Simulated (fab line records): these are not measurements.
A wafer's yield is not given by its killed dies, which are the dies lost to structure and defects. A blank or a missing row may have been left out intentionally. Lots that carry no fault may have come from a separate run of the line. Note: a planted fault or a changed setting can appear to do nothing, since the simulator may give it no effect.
A lot that was struck, set against a sound lot / flow n5 finfet / 15 steps out of a route of 1938
Sound: the wafers L149.1, L149.2, L149.6. The struck wafers were L159.2, L159.5, L159.6. The cause comes at the end.
Each step with rows lists, per side, the tool, then ch with its chambers, then its first start. Under that, the readings that differ: sound wafers / struck wafers / difference of the means / sigmas: that difference in standard deviations of wafers without a fault.
alike: readings with means less than 2 such deviations apart, plus words and numbers identical on both sides. not compared: withheld readings, readings lacking a value on some wafer, bounds such as >300 that could conceal the same value, and numbers that have no deviation in the record and whose values overlap.
Wherever a step has rows on one side only, a row that says differs or no value, or a row with sigmas, the two part there. When numbers do not overlap yet have no deviation, they are printed without sigmas and do not part them. A reading missing from all wafers of one side parts the sides only when that side holds two or more wafers.

first, 4 steps without rows for these wafers: N5_SD_EPI_N_WET_ETCH_43 (etches SiO2 in dHF, time 14 s, target depth 1.5 nm); N5_SD_EPI_N_STRIP_18 (strips in SPM, time 750 s); N5_SD_EPI_N_SRD_20 (time 30 s); N5_SD_EPI_N_PRECLEAN_48 (cleans in NF3:NH3, afs cycles 2, time 20 s, sublimation time 60 s).
N5_SD_EPI_N_VAPOR_ETCH_50: etches Si in HCl, time 54 s.
  sound on epi rpcvd-03 ch 0, day 6 04:23; struck on epi rpcvd-02 ch 0, day 8 13:49
  alike: throttle valve pct
then, 1 step without rows for these wafers: N5_SD_EPI_N_EPI_21 (deposits Si:P, time 690 s).
N5_SD_EPI_N_EPI_MEAS_23:
  struck on film metro-02, day 8 15:41; sound on film metro-02, day 6 06:17
  alike: thk nm
then, 3 steps without rows for these wafers: N5_SD_EPI_N_PRECLEAN_24 (cleans in O3/DIW, time 60 s); N5_SD_EPI_N_SRD_25 (time 30 s); N5_SD_EPI_N_PRECLEAN_49 (cleans in NF3:NH3, afs cycles 1, time 20 s, sublimation time 60 s).
N5_SD_EPI_N_LINER_46: material SiNx, target thk 3 nm.
  sound on ald sin-02 ch 0,2,3, day 6 06:35; struck on ald sin-04 ch 0,1, day 8 16:15
  alike: heater power w
N5_SD_EPI_N_INSPECT_26: inspects for defects (darkfield).
  struck on defect inspect-01, day 8 16:30; sound on defect inspect-02, day 6 06:50
  alike: raw defect count
N5_SD_EPI_P_COAT_34: time 60 s, resist thk 350 nm.
  sound on litho track-04 ch 0, day 6 06:52; struck on litho track-04 ch 0, day 8 16:32
reading=spin speed rpm (rpm); sound=1500.2 1500.2 1498.7; struck=1433.9 1435.0 1433.8; difference=-65.5; sigmas=-73
reading=model.SOC_of_SD_EPI_P_COAT_34.thk nm (nm); sound=350.4 350.6 350.8; struck=359 358.8 359.2; difference=+8; sigmas=
then, 1 step without rows for these wafers: N5_SD_EPI_P_COAT_35 (time 60 s, resist thk 35 nm).
-- a jump in the record: the struck wafers' starts before and after are 5 days apart (it breaks off in module SD_EPI_P and resumes in module BEOL_M4, where the first step shown is number 1111 of the route) --
N5_BEOL_M4_RC_MEAS_101:
  sound on prober-01 ch 0, day 11 06:53; struck on prober-01 ch 0, day 13 18:16
  alike: DIBL_N, DIBL_P, IOFF_N, IOFF_P, ION_N, ION_P, SS_N, SS_P, VT_N, VT_P

== WHERE THEY PART ==
Within this record, at N5_SD_EPI_P_COAT_34 only. Later steps at which nothing parts them and some readings are alike: N5_BEOL_M4_RC_MEAS_101.

WHY: whatever the simulator had introduced
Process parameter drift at N5_SD_EPI_P_COAT_34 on litho track-04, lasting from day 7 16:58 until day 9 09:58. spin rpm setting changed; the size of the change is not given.
